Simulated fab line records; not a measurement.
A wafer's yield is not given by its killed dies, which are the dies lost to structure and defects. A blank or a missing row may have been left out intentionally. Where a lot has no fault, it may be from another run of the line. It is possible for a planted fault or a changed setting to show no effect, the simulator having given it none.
Matching of chambers / flow nandHarc / 4 sister chambers for NHARC_THIN_TSV_CMP_01 on cmp-01
The step polishes. 8 wafers are shown with their chamber, then 12 later ones without.

## WAFERS WITH THEIR CHAMBER
wafer=L082.5; chamber=1; motorCurrentA (A)=12.8
wafer=L086.6; chamber=0; motorCurrentA (A)=9.4
wafer=L086.1; chamber=0; motorCurrentA (A)=9.5
wafer=L086.2; chamber=2; motorCurrentA (A)=11.6
wafer=L086.3; chamber=1; motorCurrentA (A)=12.6
wafer=L085.1; chamber=3; motorCurrentA (A)=11.1
wafer=L085.2; chamber=2; motorCurrentA (A)=12.3
wafer=L085.6; chamber=3; motorCurrentA (A)=10.4

## WAFERS MISSING THEIR CHAMBER
wafer=L089.3; motorCurrentA (A)=12.9
wafer=L089.5; motorCurrentA (A)=11.0
wafer=L089.6; motorCurrentA (A)=9.3
wafer=L091.1; motorCurrentA (A)=10.1
wafer=L091.3; motorCurrentA (A)=12.9
wafer=L091.6; motorCurrentA (A)=13.0
wafer=L093.2; motorCurrentA (A)=12.7
wafer=L093.3; motorCurrentA (A)=10.0
wafer=L093.5; motorCurrentA (A)=13.1
wafer=L093.1; motorCurrentA (A)=12.2
wafer=L093.4; motorCurrentA (A)=11.3
wafer=L093.6; motorCurrentA (A)=9.4

## EACH ONE'S CHAMBER
wafer=L089.3; from the rows above=1; in truth=1
wafer=L089.5; from the rows above=can't be placed: 3 or 2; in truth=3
wafer=L089.6; from the rows above=0; in truth=0
wafer=L091.1; from the rows above=can't be placed: 0 or 3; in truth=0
wafer=L091.3; from the rows above=1; in truth=1
wafer=L091.6; from the rows above=1; in truth=1
wafer=L093.2; from the rows above=1; in truth=1
wafer=L093.3; from the rows above=can't be placed: 0 or 3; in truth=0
wafer=L093.5; from the rows above=1; in truth=1
wafer=L093.1; from the rows above=can't be placed: 2 or 1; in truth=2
wafer=L093.4; from the rows above=can't be placed: 3 or 2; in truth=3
wafer=L093.6; from the rows above=0; in truth=0
Correctly placed: 7 of 12. Unplaceable from these rows: 5, with the true chamber sitting among the candidates in 5. Number placed wrongly: 0.
How it was worked out, from the rows above alone: a wafer's distance from a chamber is the root of the sum, over the readings, of the square of ((its reading less the chamber's mean) divided by the reading's scatter). If the next closest chamber is less than 2 further off than the closest, the wafer can't be placed; otherwise it belongs to the closest. For every chamber, the mean is computed from those of its wafers that are shown. The scatter is the square root of a quotient: the sum, over the shown wafers, of each reading's squared deviation from its chamber's mean, divided by wafers minus chambers.
